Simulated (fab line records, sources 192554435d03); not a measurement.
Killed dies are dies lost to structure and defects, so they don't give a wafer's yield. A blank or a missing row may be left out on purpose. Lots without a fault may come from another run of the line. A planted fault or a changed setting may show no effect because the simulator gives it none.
fab line records | flow n5_finfet
record lots=9 wafers=25 last_day=18
route steps=1938 shown GATE_CUT@474 BEOL_M4@1111 PASSIVATION@1936
lots that met no fault: from a run of the same line without faults
start_h: hours from the record's first day to the start of the lot's first wafer shown | wait_h: hours since the lot's step before | " the same as in the row above | L1.1+2: a row that stands for several wafers | - no value, or no start given | * or withheld: withheld | < > ~ a bound
route shown NAME@n: a module of which the file shows steps, and the number in the route of the first | usual: mean/standard deviation of fault-free wafers | same: alike in all rows | chamber/n: place in a boat | sites: the reading at each site | _std_site: their standard deviation | _edge_site: outer sites' mean less inner sites' | radius_mm: how far each site lies from the wafer's centre | mask NAME#n: copy n | behind: the tool/chamber that last shaped the wafer | hold: why the lot was held/for how many hours/how that ended | device: the transistor (n, p or np) that didn't switch | end of line: the same wafers' tests at the end of the route | a step without rows: its recipe alone | killed: dies lost to structure and defects at the first sort, not the wafer's yield | map: a wafer's dies, x killed, . not, _ none there
set.NAME: the setting as run; set.NAME@STEP: as run at that earlier step | model.NAME: the simulator's own value behind a step, which no gauge read
steps of the route over a sample of lots; a table a step, a row a wafer
services: from which hour (start_h, from the record's first day; less than 0 if before it) a tool's chamber was out of use, for how many hours, and why
## steps
# step N5_GATE_CUT_PECVD_57
# recipe material=SiNx target_thk_a=210 temp_c=400 precursor=SiH4/NH3/N2 pressure_torr=1.5 rf_w=300
# usual heater_power_w=729/77 showerhead_plenum_p_Torr=5.15/0.064 throttle_valve_pct=41.2/2.7
# columns lot.wafer tool chamber start_h wait_h heater_power_w showerhead_plenum_p_Torr throttle_valve_pct
L192.1 pecvd-04 0 89.61 1.1 874 5.11 38.7
L192.4 " 1 " " 763 5.10 38.6
L192.6 " 0 " " 866 5.11 38.3
L197.5 pecvd-04 0 123.77 0.0 842 5.11 38.4
L197.6 " 2 " " 631 5.04 40.0
L198.3 pecvd-01 2 127.67 1.1 720 5.20 45.1
L198.5 " 1 " " 763 5.20 44.1
L198.6 " 2 " " 742 5.18 45.5
L200.1 pecvd-02 1 136.66 1.1 774 5.19 39.2
L200.3 " 2 " " 700 5.10 39.8
L200.4 " 0 " " 767 5.16 44.6
L203.1 pecvd-01 0 155.89 1.1 832 5.25 38.7
L203.2 " 1 " " 770 5.21 44.2
L203.4 " 0 " " 848 5.26 39.3
L208.1 pecvd-02 2 183.51 1.1 668 5.09 39.9
L208.2 " 1 " " 650 5.18 39.2
L208.6 " 1 " " 642 5.19 39.3
L212.2 pecvd-02 0 209.80 1.1 727 5.16 44.7
L212.3 " 1 " " 779 5.19 39.5
L212.6 " 1 " " 765 5.18 39.4
L213.1 pecvd-04 2 216.47 1.1 668 5.05 40.8
L213.4 " 2 " " 669 5.05 41.2
L213.6 " 1 " " 746 5.11 38.5
L214.1 pecvd-01 0 223.46 1.1 857 5.25 39.2
L214.4 " 1 " " 733 5.21 44.4
# step N5_GATE_CUT_ETCH_36
# recipe chemistry=CF4 target=SiARC target_depth_a=130 mask_material=CAR-EUV time_s=21.7 ion_energy_ev=80 pressure_mtorr=40 source_w=545 bias_w=36 Ar_flow_sccm=100 cf4_flow_sccm=100 ends=cleared
# usual bias_w=35.98/0.099 drypump_motor_current_A=5.61/0.29 etch_rf_on_time_s=21.7/0.48 oes_product_au=0.65/0.063 rf_vpp_V=184.4/0.99 showerhead_plenum_p_Torr=2.17/0.047 throttle_valve_pct=15.63/0.21
# columns lot.wafer tool chamber start_h wait_h bias_w drypump_motor_current_A etch_rf_on_time_s oes_product_au rf_hours_counter_h rf_vpp_V showerhead_plenum_p_Torr throttle_valve_pct
L192.1 rie_diel-05 2 90.84 0.0 36.02 5.55 21.4 0.77 26 185.8 2.18 15.47
L192.4 " 3 " " 36.04 5.54 21.8 0.62 191 184.5 2.13 15.84
L192.6 " 2 " " 36.19 5.57 21.6 0.76 - 184.2 2.18 15.49
L197.5 rie_diel-01 1 124.81 0.0 36.06 5.95 21.8 0.61 - 185.4 2.20 15.98
L197.6 " 0 " " 36.06 6.10 22.5 0.56 - 185.8 2.19 15.98
L198.3 rie_diel-05 0 128.89 0.0 35.86 5.99 21.4 0.65 152 184.1 2.24 15.51
L198.5 " 1 " " 35.88 5.30 21.3 0.71 - 183.6 2.16 15.30
L198.6 " 0 " " 35.92 6.01 21.2 0.65 - 185.6 2.24 15.52
L200.1 rie_diel-06 2 137.58 0.0 35.89 5.55 21.7 0.62 179 183.4 2.13 15.75
L200.3 " 0 " " 36.01 5.83 22.7 0.63 156 186.3 2.23 15.65
L200.4 " 3 " " 35.98 5.29 21.1 0.74 - 182.6 2.09 15.51
L203.1 rie_diel-06 3 156.96 0.0 35.98 5.32 20.9 0.73 66 183.2 2.09 15.54
L203.2 " 0 " " 36.05 5.84 22.6 0.62 165 185.3 2.22 15.67
L203.4 " 3 " " 36.01 5.34 21.1 0.73 - 183.8 2.09 15.53
L208.1 rie_diel-06 0 184.44 0.0 35.92 5.84 22.7 0.62 175 183.6 2.22 15.67
L208.2 " 2 " " 35.90 5.56 21.8 0.61 191 184.3 2.13 15.76
L208.6 " 2 " " 36.15 5.56 21.9 0.62 - 184.2 2.13 15.81
L212.2 rie_diel-06 1 210.89 0.0 35.88 5.26 22.2 0.80 7 184.3 2.21 15.30
L212.3 " 0 " " 36.00 5.82 22.9 0.60 186 184.6 2.21 15.71
L212.6 " 2 " " 36.03 5.56 22.0 0.60 - 184.4 2.12 15.81
L213.1 rie_diel-05 0 217.81 0.0 36.10 6.09 21.4 0.63 177 186.3 2.23 15.57
L213.4 " 3 " " 36.01 5.54 21.9 0.59 227 182.7 2.11 15.92
L213.6 " 0 " " 35.98 6.02 21.6 0.63 - 183.8 2.23 15.57
L214.1 rie_diel-05 3 224.53 0.0 35.93 5.56 21.9 0.59 228 184.2 2.11 15.89
L214.4 " 1 " " 35.95 5.25 21.2 0.69 100 184.7 2.15 15.35
# step N5_GATE_CUT_ETCH_37
# recipe chemistry=N2/H2 target=SOC target_depth_a=600 overetch_a=120 mask_material=SiARC temp_c=40 time_s=90 ion_energy_ev=200 pressure_mtorr=30 source_w=840 bias_w=150 n2_flow_sccm=200 h2_flow_sccm=200
# usual bias_w=150.0/0.44 drypump_motor_current_A=5.62/0.29 oes_product_au=0.69/0.062 rf_vpp_V=524.7/1.7 showerhead_plenum_p_Torr=2.58/0.057 throttle_valve_pct=17.90/0.22
# columns lot.wafer tool chamber start_h wait_h bias_w drypump_motor_current_A oes_product_au rf_hours_counter_h rf_vpp_V showerhead_plenum_p_Torr throttle_valve_pct
L192.1 rie_diel-05 2 90.87 0.0 150.2 5.55 0.80 26 525.2 2.61 17.92
L192.4 " 3 " " 150.3 5.55 0.64 191 524.1 2.51 17.86
L192.6 " 2 " " 149.9 5.56 0.80 - 524.4 2.61 17.93
L197.5 rie_diel-01 1 124.85 0.0 150.3 5.95 0.64 - 526.3 2.64 18.36
L197.6 " 0 " " 150.0 6.10 0.61 - 524.6 2.62 18.35
L198.3 rie_diel-05 0 128.92 0.0 150.0 6.04 0.67 152 527.3 2.65 17.76
L198.5 " 1 " " 150.5 5.29 0.74 - 525.1 2.59 17.68
L198.6 " 0 " " 150.4 6.04 0.68 - 527.2 2.65 17.76
L200.1 rie_diel-06 2 137.61 0.0 150.6 5.57 0.65 179 522.8 2.54 17.92
L200.3 " 0 " " 150.0 5.82 0.67 156 527.9 2.65 17.93
L200.4 " 3 " " 150.2 5.27 0.76 - 523.2 2.49 17.93
L203.1 rie_diel-06 3 157.00 0.0 149.8 5.33 0.76 66 522.5 2.49 17.94
L203.2 " 0 " " 149.8 5.84 0.66 165 526.8 2.64 17.95
L203.4 " 3 " " 150.7 5.32 0.75 - 522.0 2.49 17.92
L208.1 rie_diel-06 0 184.46 0.0 155.4 5.84 0.66 175 538.7 2.64 17.95
L208.2 " 2 " " 154.9 5.56 0.64 191 534.4 2.53 17.95
L208.6 " 2 " " 155.6 5.56 0.65 - 535.9 2.53 17.95
L212.2 rie_diel-06 1 210.91 0.0 155.6 5.30 0.85 7 536.7 2.59 17.32
L212.3 " 0 " " 155.8 5.83 0.66 186 540.0 2.64 17.96
L212.6 " 2 " " 155.6 5.57 0.63 - 534.3 2.53 17.97
L213.1 rie_diel-05 0 217.83 0.0 149.9 6.04 0.66 177 525.1 2.64 17.81
L213.4 " 3 " " 149.6 5.53 0.62 227 524.3 2.49 17.93
L213.6 " 0 " " 150.1 6.05 0.66 - 526.0 2.64 17.81
L214.1 rie_diel-05 3 224.55 0.0 149.8 5.53 0.62 228 523.0 2.49 17.94
L214.4 " 1 " " 149.7 5.30 0.71 100 526.3 2.58 17.71
# step N5_GATE_CUT_ETCH_47
# recipe chemistry=Cl2/BCl3 target=SiO2 target_depth_a=100 pressure_mtorr=10 icp_w=1000 bias_w=126 Cl2_flow_sccm=53.25 bcl3_flow_sccm=21.75 Ar_flow_sccm=25
# usual bcl3_flow_sccm=21.75/0.058 bias_w=126.0/0.35 drypump_motor_current_A=5.8/0.45 mfc_cl2_sccm=53.25/0.16 oes_ar_750_au=0.72/0.081 oes_product_au=0.72/0.091 throttle_valve_pct=23.07/0.22
# columns lot.wafer tool chamber start_h wait_h bcl3_flow_sccm bias_w drypump_motor_current_A mfc_cl2_sccm oes_ar_750_au oes_product_au rf_hours_counter_h throttle_valve_pct
L192.1 rie_metal-03 1 91.33 0.0 21.77 126.1 5.1 53.17 0.80 0.81 41 22.66
L192.4 " 0 " " 21.76 126.6 6.2 53.13 0.86 0.89 - 23.06
L192.6 " 0 " " 21.79 125.9 6.2 52.85 0.86 0.89 - 23.07
L197.5 rie_metal-01 1 125.47 0.1 21.74 126.3 6.4 53.20 0.68 0.67 - 23.32
L197.6 " 1 " " 21.62 125.9 6.4 52.95 0.68 0.68 - 23.33
L198.3 rie_metal-01 0 129.39 0.0 21.77 126.2 5.5 53.16 0.67 0.64 - 23.01
L198.5 " 1 " " 21.64 124.8 6.4 53.16 0.68 0.67 - 23.31
L198.6 " 0 " " 21.73 126.2 5.6 53.32 0.66 0.65 - 23.01
L200.1 rie_metal-01 0 138.07 0.0 21.74 125.6 5.5 53.32 0.66 0.65 106 23.02
L200.3 " 1 " " 21.77 126.5 6.4 53.34 0.67 0.66 - 23.32
L200.4 " 0 " " 21.67 125.9 5.5 53.21 0.66 0.65 - 23.01
L203.1 rie_metal-01 1 157.61 0.0 21.80 125.8 6.4 53.15 0.67 0.67 101 23.32
L203.2 " 0 " " 21.82 126.6 5.6 53.09 0.66 0.65 108 23.00
L203.4 " 0 " " 21.74 126.0 5.6 53.49 0.66 0.65 - 23.03
L208.1 rie_metal-03 1 184.92 0.0 21.72 126.0 5.1 53.26 0.79 0.78 49 22.70
L208.2 " 0 " " 21.82 125.8 6.1 52.90 0.84 0.87 25 23.09
L208.6 " 1 " " 21.76 125.8 5.1 53.40 0.79 0.79 - 22.68
L212.2 rie_metal-01 0 211.38 0.0 21.75 126.1 5.5 53.06 0.64 0.64 113 23.02
L212.3 " 1 " " 21.79 126.0 6.4 53.17 0.66 0.66 - 23.34
L212.6 " 0 " " 21.72 126.0 5.5 53.33 0.65 0.64 - 23.01
L213.1 rie_metal-03 0 218.37 0.1 21.75 125.6 6.2 53.06 0.82 0.84 29 23.09
L213.4 " 0 " " 21.70 125.4 6.2 53.13 0.82 0.84 - 23.09
L213.6 " 0 " " 21.74 125.7 6.2 52.95 0.82 0.84 - 23.09
L214.1 rie_metal-01 1 225.02 0.0 21.74 126.0 6.4 53.30 0.66 0.66 107 23.34
L214.4 " 0 " " 21.82 126.2 5.5 53.25 0.65 0.64 - 23.02
# step N5_BEOL_M4_RC_MEAS_101
# usual DIBL_N=35.8/1.5 DIBL_P=35.9/1.8 IOFF_N=0.152/0.025 IOFF_P=0.21/0.031 ION_N=672/11 ION_P=462/7.4 SS_N=71.5/0.52 SS_P=73.2/0.54 VT_N=250/3 VT_P=-250/3.3
# columns lot.wafer tool chamber start_h wait_h DIBL_N[mV/V] DIBL_P[mV/V] IOFF_N[nA/um] IOFF_P[nA/um] ION_N[uA/um] ION_P[uA/um] SS_N[mV/dec] SS_P[mV/dec] VT_N[mV] VT_P[mV]
L192.1 prober-01 0 166.18 0.0 35.7 36.5 0.146 0.19 670 454 72.9 72.9 251 -253
L192.4 " 0 " " 38.0 38.4 0.192 0.21 672 457 73.0 73.7 250 -249
L192.6 " 0 " " 37.1 37.1 0.176 0.20 682 455 72.7 73.0 251 -249
L198.3 prober-02 0 209.16 0.3 37.0 36.6 0.143 0.19 670 459 71.6 73.8 252 -255
L198.5 " 0 " " 37.5 37.7 0.146 0.19 665 453 71.9 74.1 254 -255
L198.6 " 0 " " 35.0 33.7 0.112 0.14 661 450 71.4 72.9 256 -259
L197.5 prober-02 0 219.01 0.6 36.8 38.6 0.155 0.19 678 459 71.0 73.4 252 -252
L197.6 " 0 " " 37.5 38.5 0.170 0.20 676 463 70.9 73.9 251 -254
L200.1 prober-01 0 230.98 0.0 35.9 35.9 0.158 0.21 673 464 71.3 72.6 248 -245
L200.3 " 0 " " 36.2 36.9 0.169 0.23 684 469 71.0 73.7 248 -248
L200.4 " 0 " " 35.8 36.0 0.161 0.21 685 466 70.9 73.8 248 -251
L203.1 prober-01 0 236.76 0.0 37.1 37.8 0.177 0.23 667 458 71.3 74.7 248 -248
L203.2 " 0 " " 34.2 34.8 0.128 0.18 677 467 71.8 73.7 252 -250
L203.4 " 0 " " 35.5 36.5 0.145 0.20 672 459 71.3 74.1 251 -253
L208.1 prober-01 0 284.90 0.0 34.6 35.8 0.160 0.20 672 456 71.6 73.2 247 -250
L208.2 " 0 " " 36.3 37.8 0.185 0.24 692 470 71.3 73.8 245 -250
L208.6 " 0 " " 35.0 36.7 0.175 0.22 701 472 71.0 73.5 246 -250
L212.2 prober-02 0 300.52 0.2 33.7 34.6 0.135 0.20 662 465 71.3 72.6 251 -249
L212.3 " 0 " " 33.9 34.2 0.133 0.19 664 455 71.8 73.0 253 -251
L212.6 " 0 " " 34.5 34.7 0.145 0.20 653 455 71.4 73.2 254 -252
L213.1 prober-01 0 303.34 0.0 36.0 35.4 0.146 0.22 676 467 71.5 73.1 251 -249
L213.4 " 0 " " 35.9 35.9 0.154 0.23 678 466 71.8 73.0 246 -248
L213.6 " 0 " " 35.4 35.1 0.144 0.21 693 468 71.3 72.4 251 -248
L214.1 prober-02 0 321.00 0.0 35.6 35.7 0.151 0.21 666 465 71.9 73.4 251 -251
L214.4 " 0 " " 35.0 34.9 0.137 0.19 675 472 71.3 72.8 256 -253
# step N5_PASSIVATION_PROBE_49
# usual defect_limited_yield=91.7/1.7 killed_at_M0_to_M3=34/10 killed_at_M4_up=13/5.1 killed_at_contacts=12/6.2 killed_at_front_end=36/12 killed_at_other=3.2/2.6 killed_dies=98/20 killed_on_rim=13/4.5 killed_open=65/13 killed_short=32/8.4 sort_bin_5_function=4.8/1.1 sort_bin_6_memory=3.2/0.74 sort_bin_8_speed=0.00/0.012 sort_n_pass=1082/20 sort_yield_pct=91.7/1.7
# same gross_dies=1180 killed_at_back_side=0 sort_bin_4_leakage[%]=0
# columns lot.wafer tool chamber start_h wait_h defect_limited_yield[%] killed_at_M0_to_M3 killed_at_M4_up killed_at_contacts killed_at_front_end killed_at_other killed_dies killed_on_rim killed_open killed_short sort_bin_5_function[%] sort_bin_6_memory[%] sort_bin_8_speed[%] sort_n_pass sort_yield_pct[%]
L192.1 prober-02 - 278.84 0.0 92.8 41 16 3 24 1 85 9 50 35 4.4 2.5 0 1095 92.8
L192.4 prober-02 - 278.99 0.2 92.8 26 12 12 32 3 85 12 52 32 4.3 2.6 0 1095 92.8
L192.6 prober-02 - 279.09 0.3 90.1 43 10 18 41 5 117 19 79 38 6.4 3.4 0 1063 90.1
L200.1 prober-02 - 331.27 0.0 88.7 35 13 10 73 2 133 20 81 51 6.9 3.9 0 1047 88.7
L200.3 prober-02 - 331.37 0.1 87.1 73 13 4 56 6 152 24 87 64 6.9 5.3 0 1028 87.1
L200.4 prober-02 - 331.42 0.2 88.9 38 23 12 54 4 131 17 78 53 6.9 4.0 0 1049 88.9
L203.1 prober-01 - 339.82 0.0 93.3 21 15 2 38 3 79 8 54 25 3.2 3.1 0 1101 93.3
L203.2 prober-01 - 339.87 0.1 92.5 32 11 6 37 3 89 15 59 30 4.8 2.6 0 1091 92.5
L203.4 prober-01 - 339.97 0.2 94.6 14 17 4 21 8 64 8 45 19 3.5 1.9 0 1116 94.6
L208.1 prober-01 - 376.49 0.0 93.9 24 10 6 31 1 72 9 42 30 3.7 2.0 0 1108 93.9
L208.2 prober-01 - 376.54 0.1 92.1 30 13 12 33 5 93 9 67 24 4.7 2.9 0 1087 92.1
L208.6 prober-01 - 376.74 0.3 91.3 32 10 14 40 7 103 16 66 36 4.2 4.3 0 1077 91.3
# killed by level:class
L192.1 BEOL_M0_SAQP:geometric_particle:short=14 BEOL_M0_SAQP:geometric_particle:open=13 BEOL_M4:geometric_particle:open=8 GATE_CUT:geometric_particle:short=5 FIN_SAQP:geometric_particle:short=3 STI_FIN_REVEAL:geometric_particle:open=3 BEOL_M2:geometric_particle:open=3 BEOL_M7:geometric_particle:open=3
L192.4 BEOL_M2:geometric_particle:open=10 MOL_CONTACT_COAG:geometric_particle:open=8 BEOL_M0_SAQP:geometric_particle:open=6 FIN_SAQP:geometric_particle:open=5 STI_FIN_REVEAL:geometric_particle:open=5 BEOL_M0_SAQP:geometric_particle:short=5 FIN_SAQP:geometric_particle:short=3 STARTING-WAFER:geometric_particle:short=3
L192.6 MOL_CONTACT_COAG:geometric_particle:open=16 BEOL_M0_SAQP:geometric_particle:short=15 BEOL_M2:geometric_particle:open=10 DUMMY_GATE:geometric_particle:open=8 BEOL_M0_SAQP:geometric_particle:open=7 FIN_SAQP:geometric_particle:open=6 FIN_SAQP:geometric_particle:short=6 STI_FIN_REVEAL:geometric_particle:open=6
L200.1 FIN_SAQP:geometric_particle:short=23 FIN_SAQP:geometric_particle:open=11 STI_FIN_REVEAL:geometric_particle:open=11 BEOL_M0_SAQP:geometric_particle:open=9 DUMMY_GATE:geometric_particle:open=8 MOL_CONTACT_COAG:geometric_particle:open=8 BEOL_M0_SAQP:geometric_particle:short=8 BEOL_M0:geometric_particle:open=8
L200.3 BEOL_M0_SAQP:geometric_particle:short=21 BEOL_M0_SAQP:geometric_particle:open=18 FIN_SAQP:geometric_particle:open=16 BEOL_M1:geometric_particle:open=16 BEOL_M1:geometric_particle:short=9 STI_FIN_REVEAL:geometric_particle:open=8 DUMMY_GATE:geometric_particle:open=8 BEOL_M4:geometric_particle:short=8
L200.4 FIN_SAQP:geometric_particle:short=17 BEOL_M0_SAQP:geometric_particle:short=14 FIN_SAQP:geometric_particle:open=13 BEOL_M0_SAQP:geometric_particle:open=12 DUMMY_GATE:geometric_particle:open=9 MOL_CONTACT_COAG:geometric_particle:open=9 BEOL_M4:geometric_particle:open=9 BEOL_M4:geometric_particle:short=6
L203.1 STI_FIN_REVEAL:geometric_particle:open=12 BEOL_M3:geometric_particle:open=7 BEOL_M1:geometric_particle:open=6 BEOL_M4:geometric_particle:open=6 GATE_CUT:geometric_particle:short=5 FIN_SAQP:geometric_particle:short=4 FIN_SAQP:geometric_particle:open=4 BEOL_M3:geometric_particle:short=3
L203.2 FIN_SAQP:geometric_particle:short=8 STI_FIN_REVEAL:geometric_particle:open=7 BEOL_M3:geometric_particle:open=7 GATE_CUT:geometric_particle:short=5 MOL_CONTACT_COAG:geometric_particle:open=5 BEOL_M0_SAQP:geometric_particle:short=5 BEOL_M0_SAQP:geometric_particle:open=5 BEOL_M1:geometric_particle:open=5
L203.4 BEOL_M4:geometric_particle:open=11 STI_FIN_REVEAL:geometric_particle:open=7 BEOL_M3:geometric_particle:open=7 FIN_SAQP:geometric_particle:short=3 MOL_CONTACT_COAG:geometric_particle:open=3 BEOL_M0_SAQP:geometric_particle:open=3 PAD_METAL:geometric_particle:open=3 DUMMY_GATE:geometric_particle:open=2
L208.1 FIN_SAQP:geometric_particle:short=7 GATE_CUT:geometric_particle:short=6 BEOL_M0_SAQP:geometric_particle:short=6 STI_FIN_REVEAL:geometric_particle:open=5 BEOL_M3:geometric_particle:open=5 MOL_CONTACT_COAG:geometric_particle:open=5 GATE_CUT:geometric_particle:open=4 BEOL_M0_SAQP:geometric_particle:open=4
L208.2 BEOL_M3:geometric_particle:open=14 MOL_CONTACT_COAG:geometric_particle:open=10 STI_FIN_REVEAL:geometric_particle:open=9 FIN_SAQP:geometric_particle:short=6 FIN_SAQP:geometric_particle:open=5 GATE_CUT:geometric_particle:open=4 BEOL_M1:geometric_particle:open=4 BEOL_M5:geometric_particle:open=4
L208.6 BEOL_M2:geometric_particle:open=11 MOL_CONTACT_COAG:geometric_particle:open=10 STI_FIN_REVEAL:geometric_particle:open=9 GATE_CUT:geometric_particle:short=8 FIN_SAQP:geometric_particle:open=7 BEOL_M3:geometric_particle:open=6 BEOL_M1:geometric_particle:open=5 MOL_CONTACT_COAG:geometric_particle:short=4
## services
# columns tool chamber start_h hours kind
rie_metal-01 - 69.73 3.4 repair
pecvd-04 - 73.03 0.2 repair
rie_diel-05 1 73.51 5.2 repair
rie_metal-03 - 92.99 14.6 pm
pecvd-01 0 98.32 30.1 repair
pecvd-02 1 105.49 26.6 repair
pecvd-02 2 120.62 4.6 repair
pecvd-04 - 127.46 1.1 repair
rie_diel-06 1 130.63 9.8 repair
rie_diel-06 1 140.64 - clean
rie_diel-06 1 140.64 - consumable_replace:focus_ring
rie_diel-06 1 140.64 25.2 scheduled_down
rie_diel-06 1 140.64 25.2 vent_cycle
pecvd-04 1 141.84 5.4 repair
rie_diel-06 2 149.71 12.8 repair
rie_diel-01 3 157.99 1.5 repair
pecvd-04 0 176.00 2.2 repair
rie_diel-06 1 177.25 22.2 repair
pecvd-01 - 180.37 0.9 repair
rie_metal-03 - 181.71 0.5 repair
pecvd-01 2 190.80 4.7 repair
rie_diel-06 2 194.15 4.6 repair
pecvd-02 0 197.89 5.5 scheduled_down
pecvd-01 0 207.72 6.4 repair
## key
first_sign step=N5_GATE_CUT_ETCH_37 reading=bias_w direction=up sigmas=12 usual=* struck=*
effect step=N5_GATE_CUT_ETCH_37 reading=rf_vpp_V direction=up sigmas=7 usual=524.7 struck=536.7
met_at N5_GATE_CUT_ETCH_37
struck_lots L208,L212
not_acting_at N5_GATE_CUT_PECVD_57,N5_GATE_CUT_ETCH_36,N5_GATE_CUT_ETCH_47
onset_between 157.00 184.46
fault kind=process_parameter_drift tool=rie_diel-06 chamber=- onset_h=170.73 steps=N5_GATE_CUT_ETCH_37 channel=bias_w offset=* shape=step end_h=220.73 acts_in=* stated=*
